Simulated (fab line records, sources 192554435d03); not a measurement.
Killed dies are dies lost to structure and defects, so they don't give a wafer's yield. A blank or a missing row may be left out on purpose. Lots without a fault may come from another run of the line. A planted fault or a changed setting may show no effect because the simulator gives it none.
fab line records | flow n5_finfet
record lots=10 wafers=28 last_day=17
route steps=1938 shown BEOL_M6@1217
lots that met no fault: from a run of the same line without faults
start_h: hours from the record's first day to the start of the lot's first wafer shown | wait_h: hours since the lot's step before | " the same as in the row above | L1.1+2: a row that stands for several wafers | - no value, or no start given | * or withheld: withheld | < > ~ a bound
route shown NAME@n: a module of which the file shows steps, and the number in the route of the first | usual: mean/standard deviation of fault-free wafers | same: alike in all rows | chamber/n: place in a boat | sites: the reading at each site | _std_site: their standard deviation | _edge_site: outer sites' mean less inner sites' | radius_mm: how far each site lies from the wafer's centre | mask NAME#n: copy n | behind: the tool/chamber that last shaped the wafer | hold: why the lot was held/for how many hours/how that ended | device: the transistor (n, p or np) that didn't switch | end of line: the same wafers' tests at the end of the route | a step without rows: its recipe alone | killed: dies lost to structure and defects at the first sort, not the wafer's yield | map: a wafer's dies, x killed, . not, _ none there
set.NAME: the setting as run; set.NAME@STEP: as run at that earlier step | model.NAME: the simulator's own value behind a step, which no gauge read
steps of the route over a sample of lots; a table a step, a row a wafer
services: from which hour (start_h, from the record's first day; less than 0 if before it) a tool's chamber was out of use, for how many hours, and why
## steps
# step N5_BEOL_M6_CD_MEAS_18
# recipe pitch_nm=80 target_cd_nm=40
# usual cd_nm=40.0/0.52
# columns lot.wafer tool chamber start_h wait_h cd_nm
L766.2 cd_sem-03 - 217.45 0.1 40.3
L766.4 " - " " 39.8
L766.6 " - " " 40.1
L769.2 cd_sem-02 - 238.59 0.1 39.9
L769.3 " - " " 39.3
L769.5 " - " " 39.5
L767.1 cd_sem-03 - 239.85 0.0 39.9
L767.2 " - " " 40.2
L767.5 " - " " 39.8
L771.3 cd_sem-03 - 246.48 0.1 39.8
L771.5 " - " " 39.6
L771.6 " - " " 40.6
L780.2 cd_sem-03 - 298.66 0.1 40.3
L780.3 " - " " 39.6
L780.4 " - " " 40.3
L781.1 cd_sem-01 - 307.31 0.0 40.3
L781.3 " - " " 40.0
L782.1 cd_sem-03 - 317.59 0.0 39.3
L782.5 " - " " 39.4
L783.1 cd_sem-02 - 320.36 0.0 39.4
L783.5 " - " " 40.2
L783.6 " - " " 39.7
L784.2 cd_sem-02 - 326.97 0.1 39.2
L784.4 " - " " 40.3
L784.6 " - " " 40.0
L785.2 cd_sem-03 - 330.30 0.1 40.2
L785.5 " - " " 40.3
L785.6 " - " " 39.6
# step N5_BEOL_M6_ETCH_65
# recipe chemistry=CF4 target=SiARC target_depth_a=156 mask_material=CAR-EUV time_s=26 ion_energy_ev=80 pressure_mtorr=40 source_w=545 bias_w=36 Ar_flow_sccm=100 cf4_flow_sccm=100 ends=cleared
# usual drypump_motor_current_A=6.0/0.51 etch_rf_on_time_s=26.1/0.34 oes_product_au=0.66/0.058 rf_fwd_power_W=532.1/1.5 rf_vpp_V=184.6/1.2 showerhead_plenum_p_Torr=2.19/0.059 throttle_valve_pct=15.61/0.19
# columns lot.wafer tool chamber start_h wait_h drypump_motor_current_A etch_rf_on_time_s oes_product_au rf_fwd_power_W rf_hours_counter_h rf_vpp_V showerhead_plenum_p_Torr throttle_valve_pct
L766.2 rie_diel-03 3 218.09 0.0 6.1 25.6 0.65 531.6 170 184.0 2.13 15.69
L766.4 " 2 " " 5.8 25.9 0.74 533.5 43 187.0 2.26 15.68
L766.6 " 3 " " 6.1 25.8 0.64 532.2 - 185.3 2.13 15.70
L769.2 rie_diel-03 2 240.15 0.0 5.8 25.8 0.72 531.0 52 186.6 2.26 15.70
L769.3 " 3 " " 6.1 25.7 0.63 531.3 179 185.0 2.13 15.70
L769.5 " 2 " " 5.8 26.0 0.73 530.2 - 187.7 2.26 15.70
L767.1 rie_diel-03 1 240.54 0.0 6.7 26.9 0.61 531.4 197 185.0 2.21 15.37
L767.2 " 0 " " 6.4 26.2 0.75 531.5 26 184.1 2.18 15.31
L767.5 " 1 " " 6.7 26.6 0.62 529.3 - 185.0 2.20 15.35
L771.3 rie_diel-02 0 249.20 0.0 6.2 26.3 0.60 531.5 204 184.8 2.22 15.73
L771.5 " 1 " " 5.0 26.4 0.71 531.6 - 184.6 2.09 15.47
L771.6 " 0 " " 6.2 26.3 0.61 531.5 - 185.6 2.22 15.71
L780.2 rie_diel-05 1 301.13 0.0 4.9 26.0 0.70 530.3 89 183.7 2.08 15.44
L780.3 " 2 " " 5.9 25.6 0.79 534.3 11 184.4 2.19 15.12
L780.4 " 3 " " 6.4 25.6 0.59 532.5 233 184.2 2.20 15.93
L781.1 rie_diel-03 2 310.42 0.0 5.8 26.0 0.69 529.7 82 186.3 2.25 15.76
L781.3 " 1 " " 6.7 26.7 0.59 532.6 219 184.0 2.20 15.42
L782.1 rie_diel-03 1 318.47 0.0 6.7 26.5 0.60 532.8 221 185.6 2.20 15.41
L782.5 " 1 " " 6.7 26.6 0.60 533.4 - 184.0 2.20 15.44
L783.1 rie_diel-03 0 323.09 0.0 6.3 26.3 0.71 531.6 56 184.5 2.17 15.37
L783.5 " 0 " " 6.4 26.4 0.71 528.3 - 185.7 2.18 15.36
L783.6 " 3 " " 6.1 25.8 0.62 531.5 - 186.6 2.12 15.77
L784.2 rie_diel-02 2 327.82 0.0 6.1 26.3 0.73 528.9 40 185.8 2.26 15.58
L784.4 " 0 " " 6.2 26.5 0.58 530.3 231 184.7 2.21 15.76
L784.6 " 3 " " 5.8 25.6 0.67 534.0 - 186.2 2.23 15.83
L785.2 rie_diel-02 1 331.15 0.0 4.9 26.6 0.69 530.7 88 183.7 2.08 15.53
L785.5 " 1 " " 5.0 26.6 0.69 532.2 - 182.0 2.08 15.53
L785.6 " 0 " " 6.2 26.3 0.59 534.0 - 184.3 2.21 15.79
# step N5_BEOL_M6_VIA_ETCH_34
# recipe chemistry=C4F6/O2 target=SiCOH_lowk target_depth_a=1263 mask_material=SOC taper_deg=4 time_s=50.9 ion_energy_ev=250 pressure_mtorr=30 source_w=345 bias_w=185 Ar_flow_sccm=300 C4F6_flow_sccm=10 O2_flow_sccm=10
# usual drypump_motor_current_A=6.0/0.51 oes_f_703_au=0.78/0.06 oes_product_au=0.78/0.069 rf_fwd_power_W=340.9/1.5 rf_vpp_V=669/7.6 run_length_s=74.5/0.38 showerhead_plenum_p_Torr=2.91/0.079 throttle_valve_pct=20.89/0.2
# columns lot.wafer tool chamber start_h wait_h drypump_motor_current_A oes_f_703_au oes_product_au rf_fwd_power_W rf_hours_counter_h rf_vpp_V run_length_s showerhead_plenum_p_Torr throttle_valve_pct
L766.2 rie_diel-03 3 218.22 0.0 6.1 0.77 0.75 341.0 170 657 74.0 2.83 20.95
L766.4 " 2 " " 5.8 0.86 0.85 338.5 44 667 74.6 3.01 21.05
L766.6 " 3 " " 6.1 0.77 0.75 341.4 - 656 74.3 2.83 20.92
L769.2 rie_diel-03 2 240.28 0.0 5.8 0.85 0.85 338.5 53 667 75.3 3.00 21.06
L769.3 " 3 " " 6.1 0.76 0.74 341.4 179 657 74.4 2.83 20.97
L769.5 " 2 " " 5.8 0.84 0.84 338.7 - 666 74.9 3.00 21.06
L767.1 rie_diel-03 1 240.67 0.0 6.7 0.73 0.71 341.2 197 672 74.2 2.94 20.58
L767.2 " 0 " " 6.4 0.88 0.88 341.0 26 675 74.4 2.90 20.62
L767.5 " 1 " " 6.7 0.73 0.73 342.6 - 671 74.0 2.94 20.57
L771.3 rie_diel-02 0 249.33 0.0 6.2 0.70 0.70 342.6 204 681 75.1 2.95 20.99
L771.5 " 1 " " 5.0 0.83 0.84 343.3 - 661 74.2 2.77 20.77
L771.6 " 0 " " 6.2 0.70 0.71 341.9 - 681 74.5 2.95 20.98
L780.2 rie_diel-05 1 301.26 0.0 4.9 0.82 0.82 340.2 90 660 74.8 2.77 20.75
L780.3 " 2 " " 5.9 0.91 0.91 340.7 11 669 74.2 2.90 20.37
L780.4 " 3 " " 6.4 0.70 0.69 342.2 233 669 74.2 2.92 21.12
L781.1 rie_diel-03 2 310.55 0.0 5.8 0.81 0.80 340.3 83 666 75.0 2.99 21.11
L781.3 " 1 " " 6.7 0.72 0.70 343.5 219 670 77.5 2.93 20.61
L782.1 rie_diel-03 1 318.60 0.0 6.7 0.72 0.70 341.2 222 671 74.1 2.92 20.63
L782.5 " 1 " " 6.7 0.72 0.70 342.3 - 669 77.5 2.92 20.62
L783.1 rie_diel-03 0 323.22 0.0 6.4 0.83 0.84 342.8 56 676 74.0 2.89 20.65
L783.5 " 0 " " 6.4 0.83 0.84 341.6 - 676 77.8 2.89 20.66
L783.6 " 3 " " 6.1 0.74 0.72 340.8 - 656 74.3 2.81 21.02
L784.2 rie_diel-02 2 327.95 0.0 6.1 0.84 0.87 340.1 40 674 73.8 3.02 20.94
L784.4 " 0 " " 6.2 0.68 0.69 339.9 231 682 74.7 2.94 21.04
L784.6 " 3 " " 5.8 0.77 0.79 342.3 - 676 74.8 2.97 21.15
L785.2 rie_diel-02 1 331.27 0.0 5.0 0.80 0.82 339.7 88 659 74.5 2.76 20.81
L785.5 " 1 " " 5.0 0.80 0.82 341.5 - 661 74.5 2.76 20.81
L785.6 " 0 " " 6.3 0.68 0.69 342.0 - 681 74.5 2.94 21.03
# step N5_BEOL_M6_TRENCH_ETCH_37
# recipe chemistry=C4F6/O2 target_depth_a=944.35 target=SiCOH_lowk time_s=31.5 ion_energy_ev=250 pressure_mtorr=30 source_w=345 bias_w=185 Ar_flow_sccm=300 C4F6_flow_sccm=10 O2_flow_sccm=10
# usual drypump_motor_current_A=6.0/0.5 oes_f_703_au=0.78/0.06 oes_product_au=0.77/0.069 rf_fwd_power_W=339.5/1.7 rf_vpp_V=669/7.6 run_length_s=55.1/0.37 showerhead_plenum_p_Torr=2.91/0.078 throttle_valve_pct=20.93/0.2
# columns lot.wafer tool chamber start_h wait_h drypump_motor_current_A oes_f_703_au oes_product_au rf_fwd_power_W rf_hours_counter_h rf_vpp_V run_length_s showerhead_plenum_p_Torr throttle_valve_pct
L766.2 rie_diel-03 3 - - 6.1 0.77 0.75 340.4 170 657 54.8 2.83 20.98
L766.4 " 2 " " 5.8 0.86 0.85 337.8 44 666 55.5 3.01 21.08
L766.6 " 3 " " 6.1 0.77 0.74 339.6 - 655 54.8 2.83 20.98
L769.2 rie_diel-03 2 - - 5.8 0.84 0.84 338.2 53 666 55.6 3.00 21.10
L769.3 " 3 " " 6.1 0.76 0.74 339.4 179 656 54.7 2.83 21.00
L769.5 " 2 " " 5.8 0.84 0.85 337.3 - 667 55.3 3.00 21.10
L767.1 rie_diel-03 1 - - 6.7 0.73 0.72 341.6 198 672 54.9 2.94 20.62
L767.2 " 0 " " 6.4 0.87 0.88 341.8 26 677 54.5 2.90 20.65
L767.5 " 1 " " 6.7 0.73 0.72 339.5 - 673 54.8 2.94 20.63
L771.3 rie_diel-02 0 - - 6.2 0.70 0.70 341.2 204 681 55.1 2.95 21.03
L771.5 " 1 " " 4.9 0.83 0.83 339.8 - 660 55.2 2.77 20.79
L771.6 " 0 " " 6.2 0.70 0.71 341.5 - 683 55.1 2.95 21.02
L780.2 rie_diel-05 1 - - 4.9 0.81 0.82 338.0 90 659 55.7 2.77 20.79
L780.3 " 2 " " 5.9 0.91 0.93 339.9 11 669 54.8 2.90 20.42
L780.4 " 3 " " 6.4 0.70 0.69 339.7 233 669 54.9 2.92 21.17
L781.1 rie_diel-03 2 - - 5.8 0.80 0.81 336.8 83 665 55.1 2.99 21.13
L781.3 " 1 " " 6.7 0.73 0.71 341.5 219 672 54.7 2.93 20.65
L782.1 rie_diel-03 1 - - 6.7 0.72 0.70 341.7 222 669 55.0 2.92 20.64
L782.5 " 1 " " 6.7 0.72 0.70 340.9 - 670 55.2 2.92 20.64
L783.1 rie_diel-03 0 - - 6.4 0.83 0.83 339.9 56 676 54.6 2.89 20.69
L783.5 " 0 " " 6.4 0.83 0.84 340.1 - 675 55.3 2.89 20.70
L783.6 " 3 " " 6.2 0.73 0.72 338.7 - 655 54.6 2.81 21.05
L784.2 rie_diel-02 2 - - 6.1 0.84 0.86 335.7 40 673 54.9 3.02 20.99
L784.4 " 0 " " 6.2 0.69 0.68 339.4 231 680 55.5 2.94 21.08
L784.6 " 3 " " 5.8 0.78 0.79 338.8 - 676 55.8 2.97 21.18
L785.2 rie_diel-02 1 - - 5.0 0.80 0.81 339.3 88 661 54.8 2.76 20.82
L785.5 " 1 " " 5.0 0.81 0.82 338.7 - 659 54.8 2.75 20.82
L785.6 " 0 " " 6.1 0.68 0.68 340.3 - 681 55.8 2.94 21.07
## services
# columns tool chamber start_h hours kind
rie_diel-03 1 222.81 2.7 repair
rie_diel-02 0 236.29 1.6 repair
rie_diel-05 2 248.47 1.5 repair
rie_diel-05 2 250.18 - clean
rie_diel-05 2 250.18 - consumable_replace:focus_ring
rie_diel-05 2 250.18 13.4 scheduled_down
rie_diel-05 2 250.18 13.4 vent_cycle
rie_diel-03 0 253.76 5.9 repair
rie_diel-05 1 276.26 3.2 repair
rie_diel-05 - 322.76 14.6 pm
## key
first_sign step=N5_BEOL_M6_VIA_ETCH_34 reading=run_length_s direction=up sigmas=8.2 usual=* struck=*
effect none on later readings
met_at N5_BEOL_M6_VIA_ETCH_34
struck_lots L781,L782,L783
struck_wafers L781.3,L782.5,L783.5
not_acting_at N5_BEOL_M6_CD_MEAS_18,N5_BEOL_M6_ETCH_65,N5_BEOL_M6_TRENCH_ETCH_37
onset_between 240.67 310.55
fault kind=process_parameter_drift tool=rie_diel-03 chamber=- onset_h=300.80 steps=N5_BEOL_M6_VIA_ETCH_34 channel=time_s offset=* shape=step end_h=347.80 scope=struck_wafers_only acts_in=* stated=*
